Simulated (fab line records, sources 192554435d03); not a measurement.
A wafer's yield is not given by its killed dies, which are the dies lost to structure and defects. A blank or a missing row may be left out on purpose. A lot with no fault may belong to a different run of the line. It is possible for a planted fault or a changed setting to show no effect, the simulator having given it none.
Comparing a struck lot with a sound one | flow n5 finfet | 40 out of 1938 route steps
Sound: wafers L430.3, L430.4, L430.6. Struck: wafer L441.1. (L441.2, L441.6 of the same lot were not struck and are left out.) The cause comes at the end.
Order at every step that has rows: each side's tool, ch and its chambers, its first start. Under that, the readings that differ: sound wafers | struck wafers | difference of the means | sigmas: that difference in standard deviations of wafers without a fault.
alike: same words and numbers on both sides, and readings whose means sit less than 2 such deviations apart. not compared: any withheld reading, any reading some wafer has no value for, any bound like >300 that may hide the same value, and any number with overlapping values for which the record gives no deviation.
Wherever a step has rows on one side only, a row that says differs or no value, or a row with sigmas, the two part there. When numbers do not overlap yet have no deviation, they are printed without sigmas and do not part them. A reading that every wafer of one side lacks parts them only if that side has two wafers or more.

first, 4 steps without rows for these wafers: N5_MOL_CONTACT_COAG_CONTACT_ETCH_14 (etches SiO2 in C4F6/O2, target depth 27.5 nm, overetch 8.5 nm, time 20 s); N5_MOL_CONTACT_COAG_STRIP_109 (strips in C4F6/O2); N5_MOL_CONTACT_COAG_ETCH_15 (etches SiNx in CH3F/O2, stops on Si:P, target depth 7 nm); N5_MOL_CONTACT_COAG_ETCH_110 (etches Si in CF4/O2, target depth 2.5 nm, time 8 s).
N5_MOL_CONTACT_COAG_STRIP_98: strips in N2/H2.
  sound on rie diel-03 ch 0,2,3, day 5 08:34; struck on rie diel-06 ch 3, day 8 00:05
  alike: drypump motor current A, h2 flow sccm, oes product au, rf vpp V, showerhead plenum p Torr, temp c, throttle valve pct
  not compared: rf hours counter h
N5_MOL_CONTACT_COAG_CD_MEAS_99: the cd target is 17.2 nm.
  sound on cd sem-01, day 5 08:38; struck on cd sem-02, day 8 00:10
  alike: cd nm
then, 2 steps without rows for these wafers: N5_MOL_CONTACT_COAG_IMPLANT_129; N5_MOL_CONTACT_COAG_PRECLEAN_111 (cleans in NF3:NH3, afs cycles 1, time 20 s, sublimation time 60 s).
N5_MOL_CONTACT_COAG_TI_SIL_19: material Ti, target thk 4.2 nm, time 15 s.
  sound on pvd sputter-03, day 5 09:14; struck on pvd sputter-01, day 8 00:48
  alike: throttle valve pct
then, 1 step without rows for these wafers: N5_MOL_CONTACT_COAG_ALD_20 (deposits TiN, target thk 1.5 nm, pulse time 1 s, purge time 3 s).
N5_MOL_CONTACT_COAG_SIL_ANNEAL_21: time 60 s.
  sound on rtp anneal-01 ch 0, day 5 09:49; struck on rtp anneal-02 ch 0, day 8 01:19
  alike: lamp power pct, wafer_temp_C_max
N5_MOL_CONTACT_COAG_PRE_CLEAN_141: time 60 s.
  sound on pvd sputter-02, day 5 10:29; struck on pvd sputter-01, day 8 01:58
  alike: heater power w
N5_MOL_CONTACT_COAG_SPUTTER_143: material Co, target thk 2.5 nm.
  sound on pvd sputter-02, day 5 10:33; struck on pvd sputter-01, day 8 02:01
  alike: throttle valve pct
then, 11 steps without rows for these wafers: N5_MOL_CONTACT_COAG_CO_FILL_22 (material Co, precursor CCTBA/H2, target thk 20 nm); N5_MOL_CONTACT_COAG_ANNEAL_113 (time 300 s); N5_MOL_CONTACT_COAG_PRE_CLEAN_142 (time 60 s); N5_MOL_CONTACT_COAG_SPUTTER_130 (material Co, target thk 47.5 nm); N5_MOL_CONTACT_COAG_PRECLEAN_125 (cleans in DIW, time 57.5 s); N5_MOL_CONTACT_COAG_SRD_126 (dry time 32 s); N5_MOL_CONTACT_COAG_CMP_23 (polishes, stops on SiO2, t overpolish 1.5 s, target thk 0 nm); N5_MOL_CONTACT_COAG_WET_ETCH_26 (target Co, target depth 13 nm); N5_MOL_CONTACT_COAG_WET_ETCH_116 (etches the open film in SC1-inhibited, target depth 4.6 nm, rinse time 30 s); N5_MOL_CONTACT_COAG_ALD_27 (deposits SiOC, target thk 17 nm, pulse time 1.5 s, time 2720 s); N5_MOL_CONTACT_COAG_CMP_28 (polishes, stops on SiNx, t overpolish 0.85 s, target thk 14.522 nm).
N5_MOL_CONTACT_COAG_THK_MEAS_29:
  sound on film metro-02, day 5 15:50; struck on film metro-01, day 8 08:03
  alike: MD_CAP_THK
then, 11 steps without rows for these wafers: N5_MOL_CONTACT_COAG_ALD_123 (deposits SiNx, target thk 5 nm, pulse time 1 s, purge time 2 s); N5_MOL_CONTACT_COAG_PECVD_31 (deposits SiO2 from TEOS/O2, target thk 46 nm, time 8.9 s); N5_MOL_CONTACT_COAG_COAT_75 (time 60 s, resist thk 60 nm); N5_MOL_CONTACT_COAG_COAT_76 (time 60 s, resist thk 10 nm); N5_MOL_CONTACT_COAG_COAT_77 (time 60 s, resist thk 10 nm); N5_MOL_CONTACT_COAG_COAT_78 (resist thk 40 nm); N5_MOL_CONTACT_COAG_EBR_80; N5_MOL_CONTACT_COAG_SOFTBAKE_79 (time 60 s); N5_MOL_CONTACT_COAG_EXPOSE_81 (exposes mask VG, defocus 0 nm); N5_MOL_CONTACT_COAG_PEB_82 (peb time 60 s); N5_MOL_CONTACT_COAG_DEVELOP_83 (develop time 30 s).
N5_MOL_CONTACT_COAG_CD_MEAS_84: the cd target is 25.1 nm.
  sound on cd sem-03 ch 0, day 5 16:43; struck on cd sem-01 ch 0, day 8 09:04
  alike: cd nm
N5_MOL_CONTACT_COAG_OVL_MEAS_85:
  sound on overlay-01 ch 0, day 5 16:45; struck on overlay-01 ch 0, day 8 09:06
  alike: VG_OVL
N5_MOL_CONTACT_COAG_DESCUM_88: chemistry O2, time 7 s.
  sound on rie diel-01 ch 0,3, day 5 17:19; struck on rie diel-03 ch 0, day 8 09:14
  alike: drypump motor current A, oes product au, rf vpp V, showerhead plenum p Torr, temp c, throttle valve pct
  not compared: rf hours counter h
-- here the record skips 9 days between the struck wafers' starts before and after, leaving off in module MOL_CONTACT_COAG and picking up in module PASSIVATION (first step shown: number 1936 of the route) --
N5_PASSIVATION_PROBE_49:
  rows exist in the record for the struck wafers here (prober-01, day 17 11:34), but not for the sound ones

WHERE THEY PART
Within this record, at N5_PASSIVATION_PROBE_49 only.

WHY: what had been put in by the simulator
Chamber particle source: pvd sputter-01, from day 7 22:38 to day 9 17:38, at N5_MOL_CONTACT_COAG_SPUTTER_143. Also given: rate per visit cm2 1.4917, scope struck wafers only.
